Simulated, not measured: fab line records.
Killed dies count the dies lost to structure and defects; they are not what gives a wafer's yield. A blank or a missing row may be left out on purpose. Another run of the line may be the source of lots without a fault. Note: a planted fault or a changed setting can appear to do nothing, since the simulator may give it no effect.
fab line records ; flow n5_finfet
record lots=5; wafers=13; last_day=17
route steps=1938 shown BEOL_M4@1059
lots untouched by any fault: they come from a run of this same line in which no faults occurred
start_h: hours from the record's first day to the start of the lot's first wafer shown ; wait_h: hours from the lot's prior step to this one ; " repeats the value in the row above ; L1.1+2: one row covering several wafers at once ; - no value, or no start given ; * or withheld: withheld ; < > ~ a bound
route shown NAME@n: a module of which the file shows steps, and the number in the route of the first ; usual: mean/standard deviation taken from wafers without a fault ; same: alike in all rows ; chamber/n: place in a boat ; sites: the reading at each site ; _std_site: the values' standard deviation ; _edge_site: outer sites' mean less inner sites' ; radius_mm: how far each site lies from the wafer's centre ; mask NAME#n: copy n ; behind: the tool/chamber that last shaped the wafer ; hold: cause of the lot's hold/its duration in hours/its outcome ; device: the n, p or np transistor that did not switch ; end of line: tests of these same wafers at the route's end ; for a step that has no rows: nothing shown but its recipe ; killed: at the first sort, the dies lost to defects and structure; wafer yield is something else ; map: dies across one wafer; x = killed, . = not, _ = none there
set.NAME: the run value of the setting; set.NAME@STEP: its run value at that earlier step ; model.NAME: the simulator's own value behind a step, which no gauge read
lots at some steps of the route; a table a step, a row a wafer
services: a tool's chamber out of use, with start hour (start_h, from the record's first day; less than 0 if before it), hours out, and reason
## steps
# step N5_BEOL_M4_DESCUM_33
# recipe chemistry=O2; time_s=7; source_power_w=50; bias_power_w=20; pressure_mtorr=20; rf_frequency_hz=2.712e+07; temp_c=40; resist=CAR-EUV; o2_flow_sccm=225
# step N5_BEOL_M4_ETCH_77
# recipe chemistry=N2/H2; target=underlayer; target_depth_a=65; mask_material=CAR-EUV; time_s=5.2; ion_energy_ev=200; pressure_mtorr=30; source_w=840; bias_w=150; n2_flow_sccm=200; h2_flow_sccm=200; ends=cleared
# step N5_BEOL_M4_ETCH_69
# recipe chemistry=CF4; target=SiARC; target_depth_a=156; mask_material=CAR-EUV; time_s=26; ion_energy_ev=80; pressure_mtorr=40; source_w=545; bias_w=36; Ar_flow_sccm=100; cf4_flow_sccm=100; ends=cleared
# step N5_BEOL_M4_ALD_98
# recipe material=SiO2; target_thk_a=25; temp_c=100; ald_precursor_family=BDEAS; ald_co_reactant=O2-plasma; pulse_time_s=1; co_reactant_pulse_time_s=1; purge_time_s=2; co_reactant_purge_time_s=2; ald_cycles=17; pressure_torr=2
# step N5_BEOL_M4_ETCHBACK_99
# recipe chemistry=CHF3; target=SiO2; target_depth_a=50; time_s=10.4; source_w=215; bias_w=47; Ar_flow_sccm=200; CHF3_flow_sccm=12; ion_energy_ev=100; pressure_mtorr=30
# step N5_BEOL_M4_ETCH_70
# recipe chemistry=N2/H2; target=SOC; target_depth_a=800; overetch_a=240; mask_material=SiARC; temp_c=40; time_s=130; ion_energy_ev=200; pressure_mtorr=30; source_w=840; bias_w=150; n2_flow_sccm=200; h2_flow_sccm=200
# step N5_BEOL_M4_STRIP_71
# recipe chemistry=N2/H2; temp_c=40; n2_flow_sccm=200; h2_flow_sccm=200; rf_frequency_hz=6e+07
# step N5_BEOL_M4_STRIP_78
# recipe chemistry=N2/H2; temp_c=40; n2_flow_sccm=200; h2_flow_sccm=200; rf_frequency_hz=6e+07
# step N5_BEOL_M4_VIA_ETCH_34
# recipe chemistry=C4F6/O2; target_depth_a=694; mask_material=SOC; pressure_mtorr=15; ion_energy_ev=250; taper_deg=4; time_s=65.9; source_w=350; bias_w=170; Ar_flow_sccm=300; C4F6_flow_sccm=10; O2_flow_sccm=10
# step N5_BEOL_M4_STRIP_83
# recipe chemistry=C4F6/O2; resist=SiARC; rf_frequency_hz=6e+07
# step N5_BEOL_M4_STRIP_36
# recipe chemistry=N2/H2; power_w=450; temp_c=40; pressure_mtorr=20; rf_frequency_hz=6e+07; overash_fraction=0.3; bias_power_w=7; h2_frac=0.5; n2_flow_sccm=200; h2_flow_sccm=200
# step N5_BEOL_M4_TRENCH_ETCH_37
# recipe chemistry=C4F6/O2; target_depth_a=555.55; target=SiOC; time_s=29.2; ion_energy_ev=250; pressure_mtorr=30; source_w=355; bias_w=185; Ar_flow_sccm=300; C4F6_flow_sccm=10; O2_flow_sccm=10
# usual O2_flow_sccm=10.00/0.031; chamber_pressure_mTorr=30.000/0.026; drypump_motor_current_A=5.6/0.34; oes_ar_750_au=0.77/0.07; oes_o_777_au=0.77/0.066; oes_product_au=0.77/0.072; rf_vpp_V=665/13; showerhead_plenum_p_Torr=2.87/0.072; throttle_valve_pct=20.90/0.28
lot.wafer;tool;chamber;start_h;wait_h;O2_flow_sccm;chamber_pressure_mTorr;drypump_motor_current_A;oes_ar_750_au;oes_o_777_au;oes_product_au;rf_hours_counter_h;rf_vpp_V;showerhead_plenum_p_Torr;throttle_valve_pct;model.BEOL_M4.feature_depth_nm;model.etch.depth_nm;model.TiN_of_BEOL_M4_HM_DEP_02.thk_nm
L258.1;rie_diel-01;0;192.71;-;9.97;30.023;5.7;0.85;0.87;0.86;63;666;2.99;20.41;56.4;56.44;17.8
L258.5;rie_diel-01;0;192.71;-;9.95;29.995;5.7;0.85;0.88;0.85;-;664;2.99;20.41;56.4;56.39;17.8
L258.6;rie_diel-01;1;192.71;-;10.01;30.012;5.5;0.76;0.77;0.77;-;666;2.94;20.99;57;57.1;17.4
L263.1;rie_diel-01;3;222.97;-;9.99;30.035;5.5;0.85;0.83;1.04;57;666;2.79;20.64;73.6;73.58;17.2
L263.3;rie_diel-01;1;222.97;-;10.01;29.994;5.5;0.75;0.77;0.91;191;667;2.94;21.05;75.4;75.38;17.2
L265.3;rie_diel-01;0;240.51;-;9.99;30.010;5.7;0.83;0.85;1.01;81;665;2.98;20.46;75.2;75.29;17.2
L265.6;rie_diel-01;1;240.51;-;10.00;30.018;5.5;0.74;0.76;0.74;-;669;2.93;21.02;55.8;55.73;17.8
L267.2;rie_diel-01;3;251.05;-;9.98;30.044;5.5;0.83;0.81;0.84;71;665;2.79;20.61;54.8;54.83;17.6
L267.3;rie_diel-01;0;251.05;-;9.99;30.007;5.7;0.83;0.84;0.99;88;666;2.98;20.48;74.8;74.83;17.2
L267.5;rie_diel-01;3;251.05;-;10.02;30.002;5.5;0.84;0.82;0.83;-;667;2.79;20.61;55;54.94;17.8
L272.1;rie_diel-03;0;299.84;-;9.98;29.978;5.3;0.84;0.84;0.85;34;668;2.93;21.13;54.6;54.7;17.8
L272.2;rie_diel-03;3;299.84;-;10.00;30.015;5.2;0.69;0.71;0.69;205;661;2.82;20.91;54;53.98;18.2
L272.3;rie_diel-03;1;299.84;-;10.00;30.016;5.8;0.72;0.73;0.74;161;684;2.83;20.74;55;55.04;18
# step N5_BEOL_M4_ETCH_41
# recipe chemistry=CH3F/O2; target=SiCN; target_depth_a=299; taper_deg=2; time_s=52.5; ion_energy_ev=120; mask_material=TiN; pressure_mtorr=30; source_w=395; bias_w=75; Ar_flow_sccm=150; CH3F_flow_sccm=30; O2_flow_sccm=20
# step N5_BEOL_M4_STRIP_97
# recipe chemistry=N2/H2; time_s=10; power_w=450; temp_c=40; pressure_mtorr=20; rf_frequency_hz=6e+07; bias_power_w=7; n2_flow_sccm=200; h2_flow_sccm=200
# step N5_BEOL_M4_OCD_MEAS_38
# usual trench_depth_nm=55.0/1
lot.wafer;tool;chamber;start_h;wait_h;trench_depth_nm
L258.1;ocd-02;-;192.87;-;56.6
L258.5;ocd-02;-;192.87;-;56.4
L258.6;ocd-02;-;192.87;-;57.3
L263.1;ocd-02;-;223.12;-;73.7
L263.3;ocd-02;-;223.12;-;75.0
L265.3;ocd-02;-;240.66;-;75.3
L265.6;ocd-02;-;240.66;-;55.7
L267.2;ocd-01;-;251.20;-;54.5
L267.3;ocd-01;-;251.20;-;74.5
L267.5;ocd-01;-;251.20;-;55.0
L272.1;ocd-01;-;300.00;-;54.4
L272.2;ocd-01;-;300.00;-;53.9
L272.3;ocd-01;-;300.00;-;55.2
# step N5_BEOL_M4_HM_STRIP_39
# recipe chemistry=peroxide_tin_strip; material=TiN; target_depth_a=250; temp_c=50; time_s=158
# step N5_BEOL_M4_SRD_40
# recipe time_s=30; temp_c=23; rinse_liquid=diw; dry=ipa_marangoni
# step N5_BEOL_M4_PRECLEAN_42
# recipe chemistry=residue_remover; time_s=60; temp_c=40
# step N5_BEOL_M4_SRD_43
# recipe time_s=30; temp_c=23; rinse_liquid=diw; dry=ipa_marangoni
# step N5_BEOL_M4_DEGAS_44
# recipe ambient=vacuum; temp_c=250; time_s=60
# step N5_BEOL_M4_PRE_CLEAN_45
# recipe gas=H2/He; time_s=30; temp_c=250
# step N5_BEOL_M4_ALD_84
# recipe material=TaN; target_thk_a=*; temp_c=275; ald_precursor_family=PDMAT; ald_co_reactant=NH3; pressure_torr=3; carrier_flow_sccm=1500; pulse_time_s=2; purge_time_s=3; co_reactant_purge_time_s=2; co_reactant_pulse_time_s=3; ald_cycles=30; precursor_vessel_temp_c=75; precursor_vessel_pressure_torr=26.25; precursor_vessel_carrier_sccm=1000
# step N5_BEOL_M4_SURFACE_TREAT_85
# recipe gas=Ar; time_s=*; ion_energy_ev=*; ion_current_ma_cm2=0.5; pressure_mtorr=*; ar_flow_sccm=30
# step N5_BEOL_M4_CVD_47
# recipe material=Co; target_thk_a=30; temp_c=withheld; precursor=CCTBA/H2; pressure_torr=30; time_s=223.8
# step N5_BEOL_M4_SPUTTER_48
# recipe material=Cu; target_thk_a=45; temp_c=-20; chamber_pressure_pa=0.07; power_w=withheld; time_s=8.29
# step N5_BEOL_M4_ANNEAL_49
# recipe temp_c=400; time_s=240; ambient=vacuum
# step N5_BEOL_M4_SPUTTER_79
# recipe material=Cu; target_thk_a=45; temp_c=-20; chamber_pressure_pa=0.07; power_w=withheld; time_s=8.29
# step N5_BEOL_M4_ANNEAL_80
# recipe temp_c=400; time_s=240; ambient=vacuum
# step N5_BEOL_M4_SPUTTER_81
# recipe material=Cu; target_thk_a=45; temp_c=-20; chamber_pressure_pa=0.07; power_w=withheld; time_s=8.29
# step N5_BEOL_M4_ANNEAL_82
# recipe temp_c=400; time_s=240; ambient=vacuum
# step N5_BEOL_M4_SPUTTER_86
# recipe material=Cu; target_thk_a=45; temp_c=-20; chamber_pressure_pa=0.07; power_w=withheld; time_s=8.29
# step N5_BEOL_M4_ANNEAL_87
# recipe temp_c=400; time_s=240; ambient=vacuum
# step N5_BEOL_M4_SPUTTER_88
# recipe material=Cu; target_thk_a=45; temp_c=-20; chamber_pressure_pa=0.07; power_w=withheld; time_s=8.29
# step N5_BEOL_M4_ANNEAL_89
# recipe temp_c=400; time_s=240; ambient=vacuum
# step N5_BEOL_M4_SPUTTER_90
# recipe material=Cu; target_thk_a=45; temp_c=-20; chamber_pressure_pa=0.07; power_w=withheld; time_s=8.29
# step N5_BEOL_M4_ANNEAL_91
# recipe temp_c=400; time_s=240; ambient=vacuum
# step N5_BEOL_M4_SPUTTER_92
# recipe material=Cu; target_thk_a=45; temp_c=-20; chamber_pressure_pa=0.07; power_w=withheld; time_s=8.29
# step N5_BEOL_M4_ANNEAL_93
# recipe temp_c=400; time_s=240; ambient=vacuum
# step N5_BEOL_M4_SPUTTER_94
# recipe material=Cu; target_thk_a=45; temp_c=-20; chamber_pressure_pa=0.07; power_w=withheld; time_s=8.29
# step N5_BEOL_M4_ANNEAL_95
# recipe temp_c=400; time_s=240; ambient=vacuum
# step N5_BEOL_M4_CMP_52
# recipe stop_on=SiOC; t_overpolish_s=6.8; down_force_psi=1; platen_rpm=50; clearing_platen_down_force_psi=1.5; clearing_platen_rpm=50; post_cmp_clean=cu_alkaline; target_thk_nm=40; clearing_platen_pad_velocity_m_s=0.99484; pad_velocity_m_s=0.99484
# usual barrier_field_endpoint_s=24.7/0.7; edge_zone_pressure_frac=1.000/0.0051; head_pressure_psi=0.9998/0.0022; motor_current_A=6.0/0.72; overpolish_run_s=6.800/0.0088; slurry_flow_ml_min=150.0/0.48; time_to_endpoint_s=63/3.2
lot.wafer;tool;chamber;start_h;wait_h;barrier_field_endpoint_s;edge_zone_pressure_frac;head_pressure_psi;motor_current_A;overpolish_run_s;slurry_flow_ml_min;time_to_endpoint_s;model.Cu_of_BEOL_M4_ECD_50.thk_nm
L258.1;cmp-03;3;198.28;0.4;23.6;1.002;1.0025;5.8;6.788;150.0;60;40.6
L258.6;cmp-03;0;198.28;0.4;23.6;0.992;1.0002;6.3;6.807;149.7;55;41
L258.5;cmp-03;1;198.28;0.4;24.3;0.995;1.0003;5.1;6.797;150.4;59;41.8
L263.1;cmp-04;0;232.32;0.3;25.0;0.999;1.0019;5.6;6.799;150.6;67;58
L263.3;cmp-04;2;232.32;0.3;23.7;1.011;1.0044;6.6;6.802;150.7;61;61.2
L265.3;cmp-04;3;244.21;0.2;24.2;0.991;1.0009;8.2;6.781;149.7;64;61.4
L265.6;cmp-04;2;244.21;0.2;24.7;1.002;1.0009;6.3;6.790;150.5;63;42
L267.2;cmp-01;3;254.68;0.2;25.2;1.001;0.9988;6.0;6.796;150.3;61;37.8
L267.3;cmp-01;1;254.68;0.2;24.5;1.002;1.0031;5.2;6.809;149.1;60;59.4
L267.5;cmp-01;0;254.68;0.2;26.6;0.999;0.9997;5.9;6.796;149.7;64;39.6
L272.2;cmp-03;3;304.05;0.2;24.1;0.995;1.0017;5.4;6.797;150.0;62;36.4
L272.1;cmp-03;0;304.05;0.2;22.8;0.996;0.9987;6.2;6.799;149.0;59;36.4
L272.3;cmp-03;1;304.05;0.2;23.7;0.997;1.0004;5.2;6.808;149.6;64;38.2
# step N5_BEOL_M4_THK_MEAS_53
# recipe thk_meas_gauge=xrf; reads=Cu_of_BEOL_M4_ECD_50
# usual M4_THK=38.9/1.6
lot.wafer;tool;chamber;start_h;wait_h;M4_THK[nm]
L258.1;film_metro-02;-;198.46;-;39.9
L258.5;film_metro-02;-;198.46;-;41.0
L258.6;film_metro-02;-;198.46;-;40.5
L263.1;film_metro-01;-;232.61;-;56.5
L263.3;film_metro-01;-;232.61;-;59.8
L265.3;film_metro-01;-;244.47;-;60.1
L265.6;film_metro-01;-;244.47;-;41.3
L267.2;film_metro-02;-;254.97;-;37.3
L267.3;film_metro-02;-;254.97;-;58.5
L267.5;film_metro-02;-;254.97;-;38.9
L272.1;film_metro-01;-;304.30;-;35.7
L272.2;film_metro-01;-;304.30;-;35.8
L272.3;film_metro-01;-;304.30;-;37.3
# step N5_BEOL_M4_RS_MEAS_58
# recipe thk_meas_gauge=four-point-probe; reads=Co_of_BEOL_M4_CO_CAP_55+Cu_of_BEOL_M4_ECD_50+Co_of_BEOL_M4_CVD_47+TaN_of_BEOL_M4_ALD_84
# usual M4_RS=0.68/0.037
lot.wafer;tool;chamber;start_h;wait_h;M4_RS[ohm/sq]
L258.1;film_metro-02;-;198.72;0.0;0.66
L258.5;film_metro-02;-;198.72;0.0;0.63
L258.6;film_metro-02;-;198.72;0.0;0.65
L263.1;film_metro-01;-;233.28;0.0;0.42
L263.3;film_metro-01;-;233.28;0.0;0.39
L265.3;film_metro-01;-;244.73;0.1;0.39
L265.6;film_metro-01;-;244.73;0.1;0.63
L267.2;film_metro-02;-;255.23;0.1;0.72
L267.3;film_metro-02;-;255.23;0.1;0.41
L267.5;film_metro-02;-;255.23;0.1;0.68
L272.1;film_metro-01;-;304.62;0.0;0.76
L272.2;film_metro-01;-;304.62;0.0;0.75
L272.3;film_metro-01;-;304.62;0.0;0.71
# step N5_BEOL_M4_RC_MEAS_101
# usual DIBL_N=36.1/1.6; DIBL_P=35.7/1.8; IOFF_N=0.159/0.027; IOFF_P=0.21/0.03; ION_N=673/10; ION_P=462/7.4; SERP_M4=194/15; SERP_M4_max_site=207/17; SS_N=71.4/0.56; SS_P=73.2/0.61; VT_N=249.7/3; VT_P=-250/3.1
lot.wafer;tool;chamber;start_h;wait_h;DIBL_N[mV/V];DIBL_P[mV/V];IOFF_N[nA/um];IOFF_P[nA/um];ION_N[uA/um];ION_P[uA/um];SERP_M4[ohm/um];SERP_M4_max_site[ohm/um];SS_N[mV/dec];SS_P[mV/dec];VT_N[mV];VT_P[mV]
L258.1;prober-02;0;198.77;0.0;37.3;38.1;0.178;0.21;679;456;202;218;72.1;73.0;250.8;-250
L258.5;prober-02;0;198.77;0.0;37.5;37.3;0.171;0.20;664;451;188;205;72.0;74.0;252.9;-254
L258.6;prober-02;0;198.77;0.0;35.7;36.6;0.153;0.19;673;456;197;212;71.6;72.8;252.4;-253
L263.1;prober-02;0;233.33;0.0;34.8;35.1;0.143;0.19;666;460;117;124;70.8;73.1;252.5;-251
L263.3;prober-02;0;233.33;0.0;35.1;35.9;0.156;0.20;683;468;110;123;71.5;73.0;249.0;-249
L265.3;prober-02;0;245.09;0.3;36.4;37.4;0.155;0.25;675;468;118;126;72.0;73.0;252.0;-248
L265.6;prober-02;0;245.09;0.3;33.7;34.3;0.113;0.19;646;453;183;192;70.3;73.1;257.1;-250
L267.2;prober-01;0;255.44;0.2;38.8;37.8;0.196;0.23;686;465;212;223;72.3;73.6;246.6;-250
L267.3;prober-01;0;255.44;0.2;38.3;37.8;0.196;0.21;685;455;121;127;72.3;74.2;247.3;-251
L267.5;prober-01;0;255.44;0.2;36.5;34.4;0.146;0.18;679;463;197;208;71.3;72.9;251.6;-253
L272.1;prober-01;0;304.67;0.0;34.5;34.4;0.130;0.18;676;463;194;204;70.3;73.3;251.6;-252
L272.2;prober-01;0;304.67;0.0;36.7;37.2;0.165;0.21;676;458;199;214;71.2;72.8;249.1;-252
L272.3;prober-01;0;304.67;0.0;34.7;34.5;0.119;0.17;648;443;193;205;71.1;72.5;251.2;-254
# sites SERP_M4 radius_mm=0,75,75,75,75,140,140,140,140
L258.1 192 208 207 218 197 202 197 205 193
L263.1 118 124 116 115 120 116 117 114 117
L265.3 125 126 121 124 118 104 97 100 109
L267.2 208 209 214 212 223 211 212 193 214
L272.1 196 203 194 199 204 174 185 173 176
## services
tool;chamber;start_h;hours;kind
rie_diel-03;0;170.10;5.9;repair
cmp-03;-;171.85;0.3;repair
cmp-04;-;173.75;4.0;pm
cmp-04;-;177.75;-;consumable_replace:conditioner
cmp-01;-;188.53;14.5;pm
cmp-04;-;194.82;0.4;repair
rie_diel-01;0;198.22;3.0;repair
cmp-03;-;212.39;4.0;pm
cmp-03;-;216.39;-;consumable_replace:conditioner
cmp-03;-;216.39;-;consumable_replace:pad
cmp-03;-;216.39;6.0;pm
cmp-01;-;229.65;3.2;repair
rie_diel-01;2;232.53;-;clean
rie_diel-01;2;232.53;-;consumable_replace:focus_ring
rie_diel-01;2;232.53;27.3;scheduled_down
rie_diel-01;2;232.53;27.3;vent_cycle
cmp-03;-;236.60;1.6;repair
cmp-01;-;238.96;0.3;repair
cmp-04;-;247.56;1.2;repair
cmp-04;-;255.29;0.5;repair
cmp-04;-;261.01;0.4;repair
rie_diel-03;2;263.59;3.8;repair
cmp-03;-;273.17;2.1;repair
cmp-03;-;303.06;0.2;repair
## key
first_sign step=N5_BEOL_M4_TRENCH_ETCH_37; reading=oes_product_au; direction=up; sigmas=3; usual=0.77; struck=0.99
effect step=N5_BEOL_M4_OCD_MEAS_38; reading=trench_depth_nm; direction=up; sigmas=19; usual=55.0; struck=74.6
effect step=N5_BEOL_M4_THK_MEAS_53; reading=M4_THK; direction=up; sigmas=12; usual=38.9; struck=58.7
effect step=N5_BEOL_M4_RS_MEAS_58; reading=M4_RS; direction=down; sigmas=7.5; usual=0.68; struck=0.40
effect step=N5_BEOL_M4_RC_MEAS_101; reading=SERP_M4; direction=down; sigmas=5.3; usual=194; struck=117
effect step=N5_BEOL_M4_RC_MEAS_101; reading=SERP_M4_max_site; direction=down; sigmas=4.9; usual=207; struck=125
model_effect step=N5_BEOL_M4_TRENCH_ETCH_37; value=BEOL_M4.feature_depth_nm; without=55.55; struck=74.75
model_effect step=N5_BEOL_M4_CMP_52; value=Cu_of_BEOL_M4_ECD_50.thk_nm; without=40.85; struck=60
met_at N5_BEOL_M4_TRENCH_ETCH_37
struck_wafers L263.1,L263.3,L265.3,L267.3
onset_between 192.71 222.97
fault kind=process_parameter_drift; tool=rie_diel-01; chamber=-; onset_h=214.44; steps=N5_BEOL_M4_TRENCH_ETCH_37; channel=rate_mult; offset=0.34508; shape=step; end_h=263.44; scope=struck_wafers_only
